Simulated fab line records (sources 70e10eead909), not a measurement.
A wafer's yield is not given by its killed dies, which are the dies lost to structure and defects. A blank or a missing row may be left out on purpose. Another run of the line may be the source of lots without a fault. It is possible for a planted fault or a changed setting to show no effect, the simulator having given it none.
Matching of chambers ; flow nand_harc ; NHARC_A_BONDPAD_DEP_00 on pecvd-01: 3 sister chambers
The step deposits SiCN, target thk 250 nm. 22 wafers are shown with their chamber, then 11 later ones without.

## WAFERS PAIRED WITH THEIR CHAMBERS
wafer;chamber;heater_power_w (W);rf_fwd_power_W (W)
L074.1;0;606;446.9
L074.2;1;587;445.6
L074.5;1;600;446.3
L077.2;1;538;451.4
L077.3;2;529;448.8
L077.5;1;560;450.4
L076.3;0;547;450.2
L076.4;1;561;447.4
L076.5;2;443;448.3
L075.2;2;505;447.8
L075.4;0;586;450.3
L075.5;2;492;449.0
L079.1;0;512;447.7
L079.3;2;508;448.1
L079.4;1;590;450.4
L081.1;1;586;448.6
L081.2;2;507;450.0
L081.3;0;588;449.4
L080.3;1;536;450.2
L080.5;1;542;449.2
L080.6;0;570;449.9
L082.3;1;521;449.8

SIGNATURES (means of the wafers above)
reading;chamber 0;chamber 1;chamber 2;scatter within a chamber
heater_power_w;568.17;562.10;497.33;29.7
rf_fwd_power_W;449.067;448.930;448.667;1.57
Rule: a wafer's distance from a chamber is the root of the sum, over the readings, of the square of ((its reading less the chamber's mean) divided by the reading's scatter). The wafer belongs to the nearest chamber; if the next one is less than 2 further off, it can't be placed. How the scatter is found: for the shown wafers, subtract from each reading the mean of its chamber, square and add these, divide the total by (wafers less chambers), then take the root.

## WAFERS WHOSE CHAMBER IS MISSING
wafer;heater_power_w (W);rf_fwd_power_W (W)
L082.4;504;448.4
L082.5;547;450.1
L093.3;548;448.7
L093.4;550;447.5
L093.5;530;451.8
L097.3;581;449.3
L097.4;515;449.9
L097.6;594;449.6
L096.3;512;449.2
L096.5;563;445.2
L096.6;584;447.2

## WHICH CHAMBER EACH WENT THROUGH
wafer;from the rows above;in truth
L082.4;can't be placed: 2 or 1 or 0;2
L082.5;can't be placed: 1 or 0 or 2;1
L093.3;can't be placed: 1 or 0 or 2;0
L093.4;can't be placed: 1 or 0 or 2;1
L093.5;can't be placed: 1 or 0 or 2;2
L097.3;can't be placed: 0 or 1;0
L097.4;can't be placed: 2 or 1 or 0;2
L097.6;can't be placed: 0 or 1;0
L096.3;can't be placed: 2 or 1 or 0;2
L096.5;can't be placed: 1 or 0 or 2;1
L096.6;can't be placed: 0 or 1 or 2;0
Correct placement for 0 of the 11. Can't be placed from these rows: 11 (the true chamber is among the candidates in 11). Number placed wrongly: 0.
